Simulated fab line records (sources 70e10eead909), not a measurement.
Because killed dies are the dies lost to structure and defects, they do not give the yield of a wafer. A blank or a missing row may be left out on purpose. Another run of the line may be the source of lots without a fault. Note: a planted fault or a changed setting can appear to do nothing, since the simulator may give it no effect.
Which of the tools did it? || flow nand harc || 36 wafers from 12 lots sampled at 6 of the route's 1159 steps

== WHAT EACH GAUGE READ, for each wafer ==
NHARC_A_CONTACT_CD_MEAS_53.
{"lot": "L841", "measured": "day 17 04:56", "on": "cd sem-03", "cd nm (nm)": "189.0 189.4 189.8"}
{"lot": "L842", "measured": "day 17 12:30", "on": "cd sem-01", "cd nm (nm)": "189.3 189.3 189.8"}
{"lot": "L843", "measured": "day 17 23:13", "on": "cd sem-02", "cd nm (nm)": "189.6 188.2 189.0"}
{"lot": "L852", "measured": "day 19 19:23", "on": "cd sem-03", "cd nm (nm)": "187.9 188.7 188.7"}
{"lot": "L851", "measured": "day 19 22:04", "on": "cd sem-01", "cd nm (nm)": "189.9 190.4 189.9"}
{"lot": "L853", "measured": "day 20 12:31", "on": "cd sem-01", "cd nm (nm)": "189.5 189.7 188.6"}
{"lot": "L854", "measured": "day 21 03:21", "on": "cd sem-01", "cd nm (nm)": "190.8 190.6 190.6"}
{"lot": "L855", "measured": "day 21 03:50", "on": "cd sem-01", "cd nm (nm)": "190.9 190.4 190.3"}
{"lot": "L858", "measured": "day 21 18:41", "on": "cd sem-01", "cd nm (nm)": "188.2 188.6 187.9"}
{"lot": "L856", "measured": "day 21 20:52", "on": "cd sem-02", "cd nm (nm)": "189.9 190.2 189.2"}
{"lot": "L857", "measured": "day 22 03:50", "on": "cd sem-03", "cd nm (nm)": "189.4 189.5 188.9"}
{"lot": "L859", "measured": "day 23 00:09", "on": "cd sem-03", "cd nm (nm)": "187.5 187.9 188.0"}

NHARC_A_CONTACT_INSPECT_71.
{"lot": "L841", "measured": "day 17 08:35", "on": "defect inspect-01", "raw defect count": "23 12 14"}
{"lot": "L842", "measured": "day 17 18:03", "on": "defect inspect-02", "raw defect count": "912 934 917"}
{"lot": "L843", "measured": "day 18 03:24", "on": "defect inspect-02", "raw defect count": "995 913 955"}
{"lot": "L852", "measured": "day 20 01:13", "on": "defect inspect-01", "raw defect count": "44 36 32"}
{"lot": "L851", "measured": "day 20 02:49", "on": "defect inspect-02", "raw defect count": "59 54 48"}
{"lot": "L853", "measured": "day 20 16:05", "on": "defect inspect-02", "raw defect count": "38 34 48"}
{"lot": "L854", "measured": "day 21 07:42", "on": "defect inspect-02", "raw defect count": "19 17 14"}
{"lot": "L855", "measured": "day 21 08:04", "on": "defect inspect-01", "raw defect count": "54 48 54"}
{"lot": "L858", "measured": "day 21 22:08", "on": "defect inspect-01", "raw defect count": "12 33 26"}
{"lot": "L856", "measured": "day 22 00:57", "on": "defect inspect-01", "raw defect count": "59 56 49"}
{"lot": "L857", "measured": "day 22 07:25", "on": "defect inspect-02", "raw defect count": "40 33 44"}
{"lot": "L859", "measured": "day 23 03:50", "on": "defect inspect-01", "raw defect count": "19 27 20"}

NHARC_END_SORT_01.
{"lot": "L841", "measured": "day 20 04:32", "on": "prober-01", "killed at array": "22 21 19", "killed at other": "0 0 2", "killed at periphery": "3 2 6", "killed dies": "25 23 27", "killed open": "2 4 6", "killed short": "0 2 3"}
{"lot": "L842", "measured": "day 20 18:35", "on": "prober-02", "killed at array": "75 131 88", "killed at other": "0 0 1", "killed at periphery": "5 2 6", "killed dies": "80 133 95", "killed open": "3 2 3", "killed short": "0 2 4"}
{"lot": "L843", "measured": "day 20 18:38", "on": "prober-01", "killed at array": "63 126 130", "killed at other": "0 0 0", "killed at periphery": "4 2 6", "killed dies": "67 128 136", "killed open": "6 3 3", "killed short": "1 1 2"}
{"lot": "L852", "measured": "day 22 18:40", "on": "prober-02", "killed at array": "49 38 33", "killed at other": "2 2 0", "killed at periphery": "2 4 2", "killed dies": "53 44 35", "killed open": "2 4 3", "killed short": "4 3 1"}
{"lot": "L851", "measured": "day 23 03:14", "on": "prober-01", "killed at array": "50 38 52", "killed at other": "0 0 1", "killed at periphery": "1 3 0", "killed dies": "51 41 53", "killed open": "2 5 2", "killed short": "2 2 3"}
{"lot": "L853", "measured": "day 23 15:24", "on": "prober-02", "killed at array": "32 25 36", "killed at other": "0 0 1", "killed at periphery": "4 1 2", "killed dies": "36 26 39", "killed open": "5 3 4", "killed short": "3 2 1"}
{"lot": "L854", "measured": "day 23 21:23", "on": "prober-01", "killed at array": "24 21 17", "killed at other": "0 1 0", "killed at periphery": "0 5 4", "killed dies": "24 27 21", "killed open": "4 11 6", "killed short": "2 0 1"}
{"lot": "L855", "measured": "day 23 23:07", "on": "prober-02", "killed at array": "48 46 51", "killed at other": "1 0 2", "killed at periphery": "2 1 5", "killed dies": "51 47 58", "killed open": "5 4 8", "killed short": "3 4 0"}
{"lot": "L858", "measured": "day 24 10:47", "on": "prober-01", "killed at array": "22 34 29", "killed at other": "1 2 0", "killed at periphery": "7 1 2", "killed dies": "30 37 31", "killed open": "4 1 3", "killed short": "3 2 0"}
{"lot": "L856", "measured": "day 24 15:02", "on": "prober-02", "killed at array": "54 38 48", "killed at other": "0 2 0", "killed at periphery": "7 7 9", "killed dies": "61 47 57", "killed open": "5 4 3", "killed short": "2 2 3"}
{"lot": "L857", "measured": "day 24 23:00", "on": "prober-01", "killed at array": "30 36 33", "killed at other": "0 0 0", "killed at periphery": "2 2 0", "killed dies": "32 38 33", "killed open": "3 2 0", "killed short": "0 5 1"}
{"lot": "L859", "measured": "day 25 15:06", "on": "prober-02", "killed at array": "23 27 21", "killed at other": "2 0 1", "killed at periphery": "3 7 7", "killed dies": "28 34 29", "killed open": "1 5 6", "killed short": "1 2 1"}

== TOOL THAT RAN EACH LOT (tool first, then ch and the chambers of the sampled wafers, then the start) ==
{"lot": "L841", "NHARC_A_CONTACT_STRIP_55": "rie diel-11 ch 0,1,3, day 17 07:47 or earlier", "NHARC_A_CONTACT_DEP_58": "pecvd-03 ch 0,2, day 17 07:47", "NHARC_A_CONTACT_ETCH_78": "rie diel-08 ch 0,3, day 20 04:32 or earlier"}
{"lot": "L842", "NHARC_A_CONTACT_STRIP_55": "rie diel-11 ch 0,1, day 17 17:12 or earlier", "NHARC_A_CONTACT_DEP_58": "pecvd-03 ch 1,2, day 17 17:12", "NHARC_A_CONTACT_ETCH_78": "rie diel-08 ch 2,3, day 20 18:35 or earlier"}
{"lot": "L843", "NHARC_A_CONTACT_STRIP_55": "rie diel-08 ch 0,3, day 18 02:43 or earlier", "NHARC_A_CONTACT_DEP_58": "pecvd-03 ch 0,1,2, day 18 02:43", "NHARC_A_CONTACT_ETCH_78": "rie diel-08 ch 0,2,3, day 20 18:38 or earlier"}
{"lot": "L852", "NHARC_A_CONTACT_STRIP_55": "rie diel-08 ch 0,2,3, day 20 00:22 or earlier", "NHARC_A_CONTACT_DEP_58": "pecvd-01 ch 0,1,2, day 20 00:22", "NHARC_A_CONTACT_ETCH_78": "rie diel-11 ch 0,1,2, day 22 18:40 or earlier"}
{"lot": "L851", "NHARC_A_CONTACT_STRIP_55": "rie diel-10 ch 0,2, day 20 02:09 or earlier", "NHARC_A_CONTACT_DEP_58": "pecvd-04 ch 0,1,2, day 20 02:09", "NHARC_A_CONTACT_ETCH_78": "rie diel-08 ch 0,1,3, day 23 03:14 or earlier"}
{"lot": "L853", "NHARC_A_CONTACT_STRIP_55": "rie diel-08 ch 0,1,2, day 20 15:22 or earlier", "NHARC_A_CONTACT_DEP_58": "pecvd-04 ch 0,1,2, day 20 15:22", "NHARC_A_CONTACT_ETCH_78": "rie diel-10 ch 1,2,3, day 23 15:24 or earlier"}
{"lot": "L854", "NHARC_A_CONTACT_STRIP_55": "rie diel-10 ch 0,1,3, day 21 07:01 or earlier", "NHARC_A_CONTACT_DEP_58": "pecvd-03 ch 1,2, day 21 07:01", "NHARC_A_CONTACT_ETCH_78": "rie diel-11 ch 0,2,3, day 23 21:23 or earlier"}
{"lot": "L855", "NHARC_A_CONTACT_STRIP_55": "rie diel-11 ch 0,1, day 21 07:24 or earlier", "NHARC_A_CONTACT_DEP_58": "pecvd-03 ch 0,2, day 21 07:24", "NHARC_A_CONTACT_ETCH_78": "rie diel-10 ch 0,2, day 23 23:07 or earlier"}
{"lot": "L858", "NHARC_A_CONTACT_STRIP_55": "rie diel-08 ch 0,1,2, day 21 21:27 or earlier", "NHARC_A_CONTACT_DEP_58": "pecvd-01 ch 0,1, day 21 21:27", "NHARC_A_CONTACT_ETCH_78": "rie diel-10 ch 0,1, day 24 10:47 or earlier"}
{"lot": "L856", "NHARC_A_CONTACT_STRIP_55": "rie diel-08 ch 0,1,3, day 22 00:06 or earlier", "NHARC_A_CONTACT_DEP_58": "pecvd-03 ch 0,1,2, day 22 00:06", "NHARC_A_CONTACT_ETCH_78": "rie diel-08 ch 1,2,3, day 24 15:02 or earlier"}
{"lot": "L857", "NHARC_A_CONTACT_STRIP_55": "rie diel-11 ch 0,1,2, day 22 06:36 or earlier", "NHARC_A_CONTACT_DEP_58": "pecvd-01 ch 0,1, day 22 06:36", "NHARC_A_CONTACT_ETCH_78": "rie diel-11 ch 1,2,3, day 24 23:00 or earlier"}
{"lot": "L859", "NHARC_A_CONTACT_STRIP_55": "rie diel-10 ch 0,1,3, day 23 02:58 or earlier", "NHARC_A_CONTACT_DEP_58": "pecvd-01 ch 1,2, day 23 02:58", "NHARC_A_CONTACT_ETCH_78": "rie diel-11 ch 0,2,3, day 25 15:06 or earlier"}
- NHARC_A_CONTACT_STRIP_55: strips in O2.
- NHARC_A_CONTACT_DEP_58: deposits SiON, target thk 60 nm.
- NHARC_A_CONTACT_ETCH_78: etches the open film in O2/COS, target depth 2800 nm, time 728 s.

== AS READ BY THE TOOLS THEMSELVES (means over the sampled wafers that have a number; for cases with no such wafer, the mark the record gives instead) ==
NHARC_A_CONTACT_STRIP_55.
{"lot": "L841", "tool": "rie diel-11", "drypump motor current A (A)": 6.3, "oes product au (a.u.)": 1.001, "rf vpp V (V)": 58.1, "showerhead plenum p Torr (Torr)": 3.44, "throttle valve pct (%)": 17.034}
{"lot": "L842", "tool": "rie diel-11", "drypump motor current A (A)": 6.1, "oes product au (a.u.)": 1.002, "rf vpp V (V)": 57.3, "showerhead plenum p Torr (Torr)": 3.40, "throttle valve pct (%)": 17.034}
{"lot": "L843", "tool": "rie diel-08", "drypump motor current A (A)": 5.7, "oes product au (a.u.)": 1.006, "rf vpp V (V)": 56.9, "showerhead plenum p Torr (Torr)": 3.50, "throttle valve pct (%)": 17.035}
{"lot": "L852", "tool": "rie diel-08", "drypump motor current A (A)": 5.7, "oes product au (a.u.)": 1.008, "rf vpp V (V)": 57.4, "showerhead plenum p Torr (Torr)": 3.43, "throttle valve pct (%)": 17.039}
{"lot": "L851", "tool": "rie diel-10", "drypump motor current A (A)": 5.6, "oes product au (a.u.)": 0.991, "rf vpp V (V)": 58.0, "showerhead plenum p Torr (Torr)": 3.52, "throttle valve pct (%)": 17.026}
{"lot": "L853", "tool": "rie diel-08", "drypump motor current A (A)": 6.0, "oes product au (a.u.)": 1.007, "rf vpp V (V)": 58.5, "showerhead plenum p Torr (Torr)": 3.48, "throttle valve pct (%)": 17.036}
{"lot": "L854", "tool": "rie diel-10", "drypump motor current A (A)": 5.6, "oes product au (a.u.)": 0.993, "rf vpp V (V)": 57.5, "showerhead plenum p Torr (Torr)": 3.45, "throttle valve pct (%)": 17.027}
{"lot": "L855", "tool": "rie diel-11", "drypump motor current A (A)": 6.1, "oes product au (a.u.)": 0.997, "rf vpp V (V)": 58.8, "showerhead plenum p Torr (Torr)": 3.68, "throttle valve pct (%)": 17.037}
{"lot": "L858", "tool": "rie diel-08", "drypump motor current A (A)": 6.0, "oes product au (a.u.)": 1.004, "rf vpp V (V)": 58.0, "showerhead plenum p Torr (Torr)": 3.48, "throttle valve pct (%)": 17.036}
{"lot": "L856", "tool": "rie diel-08", "drypump motor current A (A)": 6.0, "oes product au (a.u.)": 1.006, "rf vpp V (V)": 57.9, "showerhead plenum p Torr (Torr)": 3.56, "throttle valve pct (%)": 17.040}
{"lot": "L857", "tool": "rie diel-11", "drypump motor current A (A)": 6.1, "oes product au (a.u.)": 1.002, "rf vpp V (V)": 58.1, "showerhead plenum p Torr (Torr)": 3.58, "throttle valve pct (%)": 17.042}
{"lot": "L859", "tool": "rie diel-10", "drypump motor current A (A)": 5.5, "oes product au (a.u.)": 0.990, "rf vpp V (V)": 57.8, "showerhead plenum p Torr (Torr)": 3.44, "throttle valve pct (%)": 17.041}

NHARC_A_CONTACT_DEP_58.
{"lot": "L841", "tool": "pecvd-03", "heater power outer w (W)": 498, "heater power w (W)": 764}
{"lot": "L842", "tool": "pecvd-03", "heater power outer w (W)": 544, "heater power w (W)": 891}
{"lot": "L843", "tool": "pecvd-03", "heater power outer w (W)": 522, "heater power w (W)": 836}
{"lot": "L852", "tool": "pecvd-01", "heater power outer w (W)": 425, "heater power w (W)": 758}
{"lot": "L851", "tool": "pecvd-04", "heater power outer w (W)": 502, "heater power w (W)": 831}
{"lot": "L853", "tool": "pecvd-04", "heater power outer w (W)": 500, "heater power w (W)": 804}
{"lot": "L854", "tool": "pecvd-03", "heater power outer w (W)": 565, "heater power w (W)": 950}
{"lot": "L855", "tool": "pecvd-03", "heater power outer w (W)": 516, "heater power w (W)": 812}
{"lot": "L858", "tool": "pecvd-01", "heater power outer w (W)": 402, "heater power w (W)": 732}
{"lot": "L856", "tool": "pecvd-03", "heater power outer w (W)": 529, "heater power w (W)": 879}
{"lot": "L857", "tool": "pecvd-01", "heater power outer w (W)": 390, "heater power w (W)": 691}
{"lot": "L859", "tool": "pecvd-01", "heater power outer w (W)": 475, "heater power w (W)": 825}

NHARC_A_CONTACT_ETCH_78.
{"lot": "L841", "tool": "rie diel-08", "drypump motor current A (A)": 5.7, "oes product au (a.u.)": 1.014, "rf vpp V (V)": 313.8, "showerhead plenum p Torr (Torr)": 3.10, "throttle valve pct (%)": 28.338}
{"lot": "L842", "tool": "rie diel-08", "drypump motor current A (A)": 5.7, "oes product au (a.u.)": 1.002, "rf vpp V (V)": 312.0, "showerhead plenum p Torr (Torr)": 2.98, "throttle valve pct (%)": 28.328}
{"lot": "L843", "tool": "rie diel-08", "drypump motor current A (A)": 5.7, "oes product au (a.u.)": 1.002, "rf vpp V (V)": 312.3, "showerhead plenum p Torr (Torr)": 3.03, "throttle valve pct (%)": 28.334}
{"lot": "L852", "tool": "rie diel-11", "drypump motor current A (A)": 6.1, "oes product au (a.u.)": 0.998, "rf vpp V (V)": 314.0, "showerhead plenum p Torr (Torr)": 3.17, "throttle valve pct (%)": 28.321}
{"lot": "L851", "tool": "rie diel-08", "drypump motor current A (A)": 5.9, "oes product au (a.u.)": 1.005, "rf vpp V (V)": 314.5, "showerhead plenum p Torr (Torr)": 3.15, "throttle valve pct (%)": 28.329}
{"lot": "L853", "tool": "rie diel-10", "drypump motor current A (A)": 5.4, "oes product au (a.u.)": 0.998, "rf vpp V (V)": 313.7, "showerhead plenum p Torr (Torr)": 3.08, "throttle valve pct (%)": 28.342}
{"lot": "L854", "tool": "rie diel-11", "drypump motor current A (A)": 6.3, "oes product au (a.u.)": 1.011, "rf vpp V (V)": 315.4, "showerhead plenum p Torr (Torr)": 3.21, "throttle valve pct (%)": 28.328}
{"lot": "L855", "tool": "rie diel-10", "drypump motor current A (A)": 5.6, "oes product au (a.u.)": 0.999, "rf vpp V (V)": 314.5, "showerhead plenum p Torr (Torr)": 3.11, "throttle valve pct (%)": 28.330}
{"lot": "L858", "tool": "rie diel-10", "drypump motor current A (A)": 5.4, "oes product au (a.u.)": 0.991, "rf vpp V (V)": 312.0, "showerhead plenum p Torr (Torr)": 2.98, "throttle valve pct (%)": 28.328}
{"lot": "L856", "tool": "rie diel-08", "drypump motor current A (A)": 6.0, "oes product au (a.u.)": 1.002, "rf vpp V (V)": 313.2, "showerhead plenum p Torr (Torr)": 3.09, "throttle valve pct (%)": 28.321}
{"lot": "L857", "tool": "rie diel-11", "drypump motor current A (A)": 6.2, "oes product au (a.u.)": 0.997, "rf vpp V (V)": 313.7, "showerhead plenum p Torr (Torr)": 3.10, "throttle valve pct (%)": 28.323}
{"lot": "L859", "tool": "rie diel-11", "drypump motor current A (A)": 6.3, "oes product au (a.u.)": 1.001, "rf vpp V (V)": 315.4, "showerhead plenum p Torr (Torr)": 3.20, "throttle valve pct (%)": 28.326}

== THE ANSWER, worked out from the rows above alone ==
Rule: the usual values come from the lots themselves. The widest of any qualifying gaps counts: lots, ordered by their means at a reading, are off when they make up no more than a third of the lots, leave a main group of 4 or more, and stand apart from it by 3 or more times the standard deviation of that group's means. A main group whose means are all the same, to the digits that the tables above print for the reading, isn't used. Also off: a lot with no number at a reading for which 4 or more lots have one. The other lots that the step has rows for count as sound. Order of review: gauges by route order, followed by the tools' own readings, for which a lot's mean as printed above is used. The first step at which some lot is off is used, and at that step the reading that is off furthest; a lot without a number counts as furthest.
Off: L842, L843, at NHARC_A_CONTACT_INSPECT_71 (raw defect count). For the main group the mean is 36 and the standard deviation 14.
If a tool, at a process step before that reading, ran all the lots that are off and no sound lot after the first of them, it fits. Not tried: the gauges at NHARC_A_CONTACT_INSPECT_71; whatever is off there is also off at NHARC_END_SORT_01, on other tools, and gauge error can't account for it. NHARC_A_CONTACT_STRIP_55 gives no start for some lots, so the hours and the order of its lots are those of NHARC_A_CONTACT_DEP_58. Not one of the candidates tried fits.

== WHAT THE SIMULATOR HAD PUT IN ==
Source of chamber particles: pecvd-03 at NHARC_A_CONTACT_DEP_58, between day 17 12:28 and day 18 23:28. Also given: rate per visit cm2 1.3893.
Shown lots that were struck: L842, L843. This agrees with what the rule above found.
